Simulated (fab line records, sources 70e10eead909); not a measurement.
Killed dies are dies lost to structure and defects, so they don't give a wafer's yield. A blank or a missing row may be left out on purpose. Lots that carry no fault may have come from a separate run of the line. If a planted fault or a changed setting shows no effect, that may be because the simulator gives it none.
8D (eight disciplines) problem report, filled in by code :: flow nand-harc :: the parts of the form that need people (team, actions taken, sign-off) are left out

== 1. WHAT IS WRONG ==
Mean of raw-defect-count at NHARC_A_CHANNEL_HOLE_D2_INSPECT_40: 1046 across 6 wafers in 2 lots; on wafers with no fault it is 300 (standard deviation 100). Measured from the usual mean, that is +7.5 standard deviations.
First seen on wafer L128.1, day 20 05:13, on defect-inspect-01. Wafers with a number at this step in the record: 33, from 11 lots. By rule, "out" or "out of limits" means more than 4 standard deviations away from the usual mean. The rest of the wafers with a number are treated as sound.

== 2. WHAT IT IS; WHAT IT IS NOT ==
question: which readings at this step
is: raw-defect-count
is not: -

question: which lots
is: L128, L129
is not: L112, L115, L118, L119, L120, L121, L123, L124, L125

question: which wafers of those lots
is: all that have a number
is not: -

question: read on which gauges
is: defect-inspect-01
is not: defect-inspect-02

question: when
is: from day 20 05:13
is not: up to then (27 sound wafers)

== 3. SUSPECTS, AND WHAT RULES EACH OUT ==
Counting: a tool at any process step up to the reading remains a suspect when it ran all the lots that are out and ran no sound lot after the first of those.
- the gauge at NHARC_A_CHANNEL_HOLE_D2_INSPECT_40: kept. All the wafers that are out were read on defect-inspect-01, and no step on other tools shows them out.
- har-etch-02 at NHARC_A_CHANNEL_HOLE_D2_ETCH_20 (etches the open film in C4F8/O2/Ar, time 361.9 s, target depth 1600 nm): kept. It processed each lot that is out, first L128 at day 19 23:39, and no sound lot thereafter; up to then, the last sound lot it processed was L125 at day 18 07:59.
- har-etch-02 at NHARC_A_CHANNEL_HOLE_D2_ETCH_22 (etches the open film in C4F8/O2/Ar, time 666.7 s, target depth 1600 nm): kept. It processed each lot that is out, first L128 at day 20 00:27, and no sound lot thereafter; up to then, the last sound lot it processed was L125 at day 18 08:47.
- har-etch-02 at NHARC_A_CHANNEL_HOLE_D2_ETCH_24 (etches the open film in C4F8/O2/Ar, time 906.2 s, target depth 1500 nm): kept. It processed each lot that is out, first L128 at day 20 01:45, and no sound lot thereafter; up to then, the last sound lot it processed was L125 at day 18 10:05.
- har-etch-02 at NHARC_A_CHANNEL_HOLE_D2_ETCH_25 (etches the open film in C4F8/O2/Ar, time 1040.2 s, target depth 1500 nm): kept. It processed each lot that is out, first L128 at day 20 02:32, and no sound lot thereafter; up to then, the last sound lot it processed was L125 at day 18 10:52.
Left after counting: har-etch-02 at NHARC_A_CHANNEL_HOLE_D2_ETCH_20, har-etch-02 at NHARC_A_CHANNEL_HOLE_D2_ETCH_22, har-etch-02 at NHARC_A_CHANNEL_HOLE_D2_ETCH_24, har-etch-02 at NHARC_A_CHANNEL_HOLE_D2_ETCH_25, defect-inspect-01 at NHARC_A_CHANNEL_HOLE_D2_INSPECT_40.

== 4. THE CAUSE (what the simulator had put in) ==
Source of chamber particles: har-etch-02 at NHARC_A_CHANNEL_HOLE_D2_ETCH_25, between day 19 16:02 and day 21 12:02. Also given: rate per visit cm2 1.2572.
Of the 5 suspects that counting leaves, this tool is one.

== 5. THE CHAIN OF EFFECTS, in route order ==
One row per reading whose mean, taken over the struck wafers that have a number, lies over 3 standard deviations from the usual. Scope: only readings with a usual standard deviation given in the record; hours: median across lots of the time from each lot's start at the first step in this table that gives one to its start at this step; sigmas: change in usual standard deviations.
hours: 0
step: NHARC_A_CHANNEL_HOLE_D2_INSPECT_40
reading: raw-defect-count
usual: 300
on struck wafers: 1046
change: +746
sigmas: +7.5

hours: 274
step: NHARC_END_SORT_01
reading: killed-at-array
usual: 55
on struck wafers: 148
change: +93
sigmas: +4.0

hours: 274
step: NHARC_END_SORT_01
reading: killed-dies
usual: 59
on struck wafers: 154
change: +95
sigmas: +4.1

== 6. HOW IT WOULD HAVE BEEN CAUGHT EARLIER ==
Counted from the fault's start at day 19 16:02, it took 13 hours until the first out-of-limits reading at a measuring or inspecting step in this record, taken at day 20 05:13.
No tool reading at NHARC_A_CHANNEL_HOLE_D2_ETCH_25 that has a usual standard deviation in the record was out on any struck wafer, so an alarm limit of 4 standard deviations on those readings would not have fired.
Among the 2 lots that are out, L129 began NHARC_A_CHANNEL_HOLE_D2_ETCH_25 on har-etch-02 after day 20 05:13. Holding the tool at that time would have saved it.
